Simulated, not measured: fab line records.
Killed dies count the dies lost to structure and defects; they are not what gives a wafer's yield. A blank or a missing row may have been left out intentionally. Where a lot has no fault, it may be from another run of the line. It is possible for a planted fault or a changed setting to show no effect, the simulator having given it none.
fab line records ; flow nand_harc
record: lots: 14; wafers: 42; last_day: 24
route steps=1159 shown P_GATE@119 THIN_TSV@1126 END@1159
lots with no fault: from the same line, run without faults
start_h: start of the lot's first displayed wafer, in hours after the record's first day ; wait_h: hours from the lot's prior step to this one ; " identical to the entry in the row above ; L1.1+2: several wafers, shown together as one row ; - no value, or no start given ; * or withheld: withheld ; < > ~ a bound
route shown NAME@n: NAME is a module with steps in the file, n the number in the route of the first one ; usual: mean/standard deviation of fault-free wafers ; same: alike in all rows ; chamber/n: place in a boat ; sites: the reading at each site ; _std_site: standard deviation across them ; _edge_site: outer sites' mean less inner sites' ; radius_mm: for every site, how far away it sits from the centre of the wafer ; mask NAME#n: copy n ; behind: tool/chamber where the wafer was last shaped ; hold: what put the lot on hold/how long, in hours/how the hold closed ; device: the n, p or np transistor that did not switch ; end of line: at the end of the route, the tests of the same wafers ; a step with no rows: only its recipe ; killed: dies that structure and defects cost at the first sort, which is not the same as the wafer's yield ; map: a wafer's dies, marking killed ones x, the rest . and places with no die _
set.NAME: the setting that was run; set.NAME@STEP: the one run at that earlier step ; model.NAME: the simulator's own value behind a step, which no gauge read
the route's steps for a sample of lots (tables are steps, rows are wafers)
services: when a tool's chamber went out of use (start_h, in hours from the record's first day, below 0 if earlier), for how many hours, and the reason
== steps ==
step: NHARC_P_GATE_EXPOSE_08
recipe: na: 0.6; dose_mj: 16.75; mask_id: P_HV
lot.wafer;tool;chamber;start_h;wait_h;mask
L700.3+5+6;krf_scanner-04;0;67.61;-;P_HV#0
L701.2+3+5;krf_scanner-04;0;80.07;-;P_HV#0
L702.2+5+6;krf_scanner-02;0;80.23;-;P_HV#0
L703.2+3+5;krf_scanner-04;0;88.87;-;P_HV#0
L704.2+3+6;krf_scanner-01;0;98.58;-;P_HV#0
L705.1+4+6;krf_scanner-02;0;106.71;-;P_HV#0
L706.2+4+5;krf_scanner-01;0;114.57;-;P_HV#0
L707.1+4+6;krf_scanner-04;0;114.72;-;P_HV#0
L714.1+2+4;krf_scanner-04;0;152.61;-;P_HV#0
L711.1+3+6;krf_scanner-01;0;152.77;-;P_HV#0
L716.1+4+6;krf_scanner-01;0;166.64;-;P_HV#0
L718.1+3+4;krf_scanner-04;0;182.81;-;P_HV#0
L721.2+5+6;krf_scanner-02;0;198.06;-;P_HV#0
L723.1+2+5;krf_scanner-04;0;206.24;-;P_HV#0
step: NHARC_THIN_TSV_STRIP_62
recipe: power_w: 1500; temp_c: 250; time_s: 20; chemistry: N2/H2
usual: drypump_motor_current_A: 6.1/0.43; heater_power_w: 329/29
lot.wafer;tool;chamber;start_h;wait_h;drypump_motor_current_A;heater_power_w;rf_hours_counter_h
L700.3;plasma_asher-01;0;429.70;-;6.6;337;-
L700.6;plasma_asher-01;0;429.70;-;6.5;336;-
L700.5;plasma_asher-01;1;429.70;-;6.6;338;-
L701.2;plasma_asher-01;1;431.88;-;6.6;341;53
L701.3;plasma_asher-01;0;431.88;-;6.5;336;-
L701.5;plasma_asher-01;0;431.88;-;6.5;339;-
L703.2;plasma_asher-02;1;433.26;-;5.6;290;22
L703.3;plasma_asher-02;0;433.26;-;5.9;363;-
L703.5;plasma_asher-02;0;433.26;-;5.9;366;-
L702.2;plasma_asher-01;0;436.76;-;6.5;342;57
L702.5;plasma_asher-01;1;436.76;-;6.6;344;-
L702.6;plasma_asher-01;0;436.76;-;6.6;333;-
L704.2;plasma_asher-02;0;453.21;-;5.9;362;28
L704.3;plasma_asher-02;1;453.21;-;5.6;287;-
L704.6;plasma_asher-02;0;453.21;-;5.9;365;-
L705.1;plasma_asher-02;0;464.85;-;5.9;369;33
L705.4;plasma_asher-02;0;464.85;-;5.9;366;-
L705.6;plasma_asher-02;0;464.85;-;5.9;365;-
L707.1;plasma_asher-02;1;482.29;-;5.6;297;46
L707.4;plasma_asher-02;0;482.29;-;5.8;365;-
L707.6;plasma_asher-02;0;482.29;-;5.9;375;-
L706.2;plasma_asher-02;1;484.60;-;5.6;303;47
L706.4;plasma_asher-02;1;484.60;-;5.6;287;-
L706.5;plasma_asher-02;1;484.60;-;5.6;304;-
L714.2;plasma_asher-02;0;504.38;-;5.9;372;59
L714.1;plasma_asher-02;1;504.38;-;5.6;288;59
L714.4;plasma_asher-02;0;504.38;-;5.9;376;-
L711.1;plasma_asher-02;1;506.80;-;5.6;289;61
L711.3;plasma_asher-02;0;506.80;-;5.9;371;-
L711.6;plasma_asher-02;1;506.80;-;5.6;296;-
L716.1;plasma_asher-02;1;517.37;-;5.6;287;71
L716.4;plasma_asher-02;1;517.37;-;5.6;299;-
L716.6;plasma_asher-02;0;517.37;-;5.9;363;-
L718.1;plasma_asher-01;0;545.30;-;6.5;317;10
L718.3;plasma_asher-01;1;545.30;-;6.6;323;-
L718.4;plasma_asher-01;0;545.30;-;6.6;329;-
L721.2;plasma_asher-01;0;552.72;-;6.6;337;14
L721.6;plasma_asher-01;1;552.72;-;6.6;323;-
L721.5;plasma_asher-01;0;552.72;-;6.6;325;-
L723.2;plasma_asher-02;1;553.95;-;5.6;284;2
L723.1;plasma_asher-02;0;553.95;-;5.9;351;2
L723.5;plasma_asher-02;1;553.95;-;5.6;296;-
step: NHARC_THIN_TSV_PVD_19
recipe: target_thk_a: 200; chamber_pressure_pa: 5; material: TaN
usual: throttle_valve_pct: 29.9/0.86
lot.wafer;tool;chamber;start_h;wait_h;throttle_valve_pct
L700.3;pvd_sputter-01;-;-;-;29.5
L700.6;pvd_sputter-01;-;-;-;29.3
L700.5;pvd_sputter-01;-;-;-;30.6
L701.3;pvd_sputter-01;-;-;-;29.2
L701.2;pvd_sputter-01;-;-;-;30.7
L701.5;pvd_sputter-01;-;-;-;29.3
L703.3;pvd_sputter-02;-;-;-;30.1
L703.2;pvd_sputter-02;-;-;-;29.5
L703.5;pvd_sputter-02;-;-;-;29.8
L702.2;pvd_sputter-01;-;-;-;29.0
L702.6;pvd_sputter-01;-;-;-;29.4
L702.5;pvd_sputter-01;-;-;-;30.7
L704.3;pvd_sputter-02;-;-;-;28.7
L704.2;pvd_sputter-02;-;-;-;29.9
L704.6;pvd_sputter-02;-;-;-;28.4
L705.1;pvd_sputter-01;-;-;-;29.3
L705.4;pvd_sputter-01;-;-;-;29.2
L705.6;pvd_sputter-01;-;-;-;29.6
L707.4;pvd_sputter-01;-;-;-;29.1
L707.1;pvd_sputter-01;-;-;-;29.2
L707.6;pvd_sputter-01;-;-;-;30.7
L706.4;pvd_sputter-01;-;-;-;29.3
L706.2;pvd_sputter-01;-;-;-;29.2
L706.5;pvd_sputter-01;-;-;-;30.7
L714.1;pvd_sputter-02;-;-;-;30.0
L714.4;pvd_sputter-02;-;-;-;29.7
L714.2;pvd_sputter-02;-;-;-;28.5
L711.1;pvd_sputter-01;-;-;-;29.4
L711.3;pvd_sputter-01;-;-;-;30.5
L711.6;pvd_sputter-01;-;-;-;29.4
L716.4;pvd_sputter-02;-;-;-;28.5
L716.1;pvd_sputter-02;-;-;-;30.3
L716.6;pvd_sputter-02;-;-;-;29.6
L718.3;pvd_sputter-02;-;-;-;29.9
L718.1;pvd_sputter-02;-;-;-;29.5
L718.4;pvd_sputter-02;-;-;-;28.7
L721.2;pvd_sputter-02;-;-;-;29.4
L721.5;pvd_sputter-02;-;-;-;28.5
L721.6;pvd_sputter-02;-;-;-;29.8
L723.2;pvd_sputter-03;-;-;-;30.2
L723.1;pvd_sputter-03;-;-;-;29.9
L723.5;pvd_sputter-03;-;-;-;30.4
step: NHARC_THIN_TSV_STRIP_56
recipe: power_w: 1500; temp_c: 250; chemistry: O2
usual: drypump_motor_current_A: 5.9/0.36; heater_power_w: 329/33
lot.wafer;tool;chamber;start_h;wait_h;drypump_motor_current_A;heater_power_w;rf_hours_counter_h
L700.3;plasma_asher-01;1;434.17;0.7;6.6;334;-
L700.6;plasma_asher-01;1;434.17;0.7;6.6;336;-
L700.5;plasma_asher-01;0;434.17;0.7;6.6;332;-
L701.2;plasma_asher-01;1;436.08;0.1;6.6;340;56
L701.3;plasma_asher-01;1;436.08;0.1;6.6;339;-
L701.5;plasma_asher-01;0;436.08;0.1;6.5;334;-
L703.2;plasma_asher-02;1;437.30;0.1;5.6;294;24
L703.3;plasma_asher-02;0;437.30;0.1;5.9;359;-
L703.5;plasma_asher-02;1;437.30;0.1;5.6;291;-
L702.2;plasma_asher-02;1;440.70;0.1;5.6;285;25
L702.5;plasma_asher-02;1;440.70;0.1;5.6;284;-
L702.6;plasma_asher-02;0;440.70;0.1;5.9;377;-
L704.2;plasma_asher-02;0;457.25;0.1;5.9;364;29
L704.3;plasma_asher-02;1;457.25;0.1;5.6;292;-
L704.6;plasma_asher-02;1;457.25;0.1;5.6;294;-
L705.1;plasma_asher-02;1;468.86;0.1;5.6;291;35
L705.4;plasma_asher-02;1;468.86;0.1;5.6;296;-
L705.6;plasma_asher-02;1;468.86;0.1;5.6;287;-
L707.1;plasma_asher-02;0;486.73;0.3;5.9;364;48
L707.4;plasma_asher-02;0;486.73;0.3;5.9;370;-
L707.6;plasma_asher-02;1;486.73;0.3;5.6;297;-
L706.2;plasma_asher-02;1;489.37;0.8;5.6;297;50
L706.4;plasma_asher-02;1;489.37;0.8;5.6;299;-
L706.5;plasma_asher-02;1;489.37;0.8;5.6;293;-
L714.1;plasma_asher-02;0;509.44;1.3;5.9;367;63
L714.2;plasma_asher-02;1;509.44;1.3;5.6;297;63
L714.4;plasma_asher-02;0;509.44;1.3;5.9;368;-
L711.1;plasma_asher-02;1;512.43;1.7;5.6;299;66
L711.3;plasma_asher-02;0;512.43;1.7;5.9;370;-
L711.6;plasma_asher-02;1;512.43;1.7;5.6;283;-
L716.1;plasma_asher-02;1;521.30;0.1;5.6;294;72
L716.4;plasma_asher-02;1;521.30;0.1;5.6;294;-
L716.6;plasma_asher-02;0;521.30;0.1;5.9;368;-
L718.1;plasma_asher-02;1;549.14;0.1;5.6;279;1
L718.3;plasma_asher-02;1;549.14;0.1;5.5;294;-
L718.4;plasma_asher-02;0;549.14;0.1;5.9;363;-
L721.2;plasma_asher-01;1;556.65;0.1;6.6;316;14
L721.6;plasma_asher-01;1;556.65;0.1;6.6;318;-
L721.5;plasma_asher-01;0;556.65;0.1;6.5;336;-
L723.2;plasma_asher-02;1;557.98;0.1;5.6;297;2
L723.1;plasma_asher-02;0;557.98;0.1;5.9;362;2
L723.5;plasma_asher-02;0;557.98;0.1;5.9;359;-
step: NHARC_END_SORT_01
recipe: temp_c: 25
usual: killed_at_array: 28/8.9; killed_at_other: 0.8/1.2; killed_at_periphery: 3.3/2.3; killed_dies: 32/9.4; killed_open: 3.2/1.8; killed_short: 1.9/1.4
same: gross_dies: 677
lot.wafer;tool;chamber;start_h;wait_h;killed_at_array;killed_at_other;killed_at_periphery;killed_dies;killed_open;killed_short
L711.1;prober-01;0;525.25;2.5;32;0;645;677;2;4
L711.3;prober-01;0;526.85;3.1;20;0;657;677;2;1
L711.6;prober-01;0;529.24;4.0;26;1;650;677;6;1
L716.1;prober-01;0;533.03;2.5;35;4;638;677;5;0
L716.4;prober-01;0;535.45;3.4;32;3;642;677;3;2
L716.6;prober-01;0;537.07;4.0;26;5;646;677;1;3
killed by level:class
L711.1 P_GATE:overlay=644 A_SLIT:chamber_film_flake=15 A_STAIRCASE:chamber_film_flake=5 A_CONTACT:chamber_film_flake=4 A_CHANNEL_HOLE_D1:chamber_film_flake=3 A_CHANNEL_HOLE_D1:geometric_particle:open=2 P_M0:geometric_particle:short=1 A_ONON_D1:geometric_particle:short=1
L711.3 P_GATE:overlay=655 A_SLIT:chamber_film_flake=10 A_CHANNEL_HOLE_D1:chamber_film_flake=4 A_STAIRCASE:chamber_film_flake=4 P_GATE:geometric_particle:open=1 P_M0:geometric_particle:short=1 A_CONTACT:geometric_particle:open=1 A_WL_FILL:chamber_film_flake=1
L711.6 P_GATE:overlay=649 A_SLIT:chamber_film_flake=13 A_CHANNEL_HOLE_D1:chamber_film_flake=4 A_CHANNEL_FILL_D1:geometric_particle:open=3 A_CONTACT:chamber_film_flake=2 P_GATE:geometric_particle:open=1 A_CHANNEL_FILL_D1:geometric_particle:short=1 A_CONTACT:geometric_particle:open=1
L716.1 P_GATE:overlay=629 A_CHANNEL_HOLE_D1:chamber_film_flake=25 P_GATE:chamber_film_flake=6 THIN_TSV:chamber_film_flake=4 A_CONTACT:geometric_particle:open=3 A_CONTACT:chamber_film_flake=3 P_ZERO_WELL:chamber_film_flake=2 A_SOURCE_PLATE:geometric_particle:open=1
L716.4 P_GATE:overlay=634 A_CHANNEL_HOLE_D1:chamber_film_flake=17 P_GATE:chamber_film_flake=7 A_STAIRCASE:chamber_film_flake=7 A_CONTACT:chamber_film_flake=4 THIN_TSV:chamber_film_flake=3 P_ZERO_WELL:geometric_particle:open=1 A_CHANNEL_HOLE_D1:geometric_particle:short=1
L716.6 P_GATE:overlay=639 A_CHANNEL_HOLE_D1:chamber_film_flake=17 P_GATE:chamber_film_flake=6 THIN_TSV:chamber_film_flake=5 A_STAIRCASE:chamber_film_flake=4 A_CONTACT:chamber_film_flake=2 P_M0:geometric_particle:short=1 A_CONTACT:geometric_particle:short=1
== services ==
tool;chamber;start_h;hours;kind
krf_scanner-04;-;63.52;0.7;repair
pvd_sputter-01;-;98.71;6.3;repair
plasma_asher-01;-;99.77;9.0;pm
krf_scanner-04;-;126.00;4.0;pm
pvd_sputter-01;-;158.01;10.0;pm
plasma_asher-02;-;183.85;9.0;pm
krf_scanner-04;-;248.43;0.7;repair
plasma_asher-02;-;253.11;1.6;repair
plasma_asher-02;-;264.87;6.9;repair
plasma_asher-01;-;276.77;9.0;pm
krf_scanner-04;-;298.00;4.0;pm
krf_scanner-04;-;327.80;1.4;repair
pvd_sputter-01;-;336.01;10.0;pm
plasma_asher-02;-;361.09;9.0;pm
pvd_sputter-01;-;378.20;1.3;repair
plasma_asher-01;-;412.84;1.7;repair
pvd_sputter-01;-;426.35;1.9;repair
plasma_asher-01;-;452.43;56.7;repair
krf_scanner-04;-;470.00;4.0;pm
krf_scanner-04;-;498.30;0.2;repair
plasma_asher-01;-;509.14;9.0;pm
pvd_sputter-01;-;514.01;10.0;pm
krf_scanner-04;-;521.77;1.1;repair
plasma_asher-02;-;538.09;9.0;pm
== key ==
first_sign: step: NHARC_END_SORT_01; reading: killed_at_periphery; direction: up; sigmas: 99+; usual: 3.3; struck: 646.3
effect: step: NHARC_END_SORT_01; reading: killed_dies; direction: up; sigmas: 69; usual: 32; struck: 677
more_kills_born_at: NHARC_P_GATE_EXPOSE_08@krf_scanner-01: 3850
met_at NHARC_P_GATE_EXPOSE_08
struck_lots L711,L716
tester_left_out L711,L716
not_acting_at NHARC_THIN_TSV_STRIP_62,NHARC_THIN_TSV_PVD_19,NHARC_THIN_TSV_STRIP_56
onset_between 114.57 152.77
fault: kind: scanner_matching_overlay; tool: krf_scanner-01; chamber: -; onset_h: 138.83; steps: NHARC_P_GATE_EXPOSE_08; offset: 290.83
tester_left_out: of these lots the tester's yield and bins aren't shown, on N5 and GAA mostly nor the transistor test; their killed dies are dies lost to structure and defects alone, not to doping, threshold or leakage, so they don't give the yield
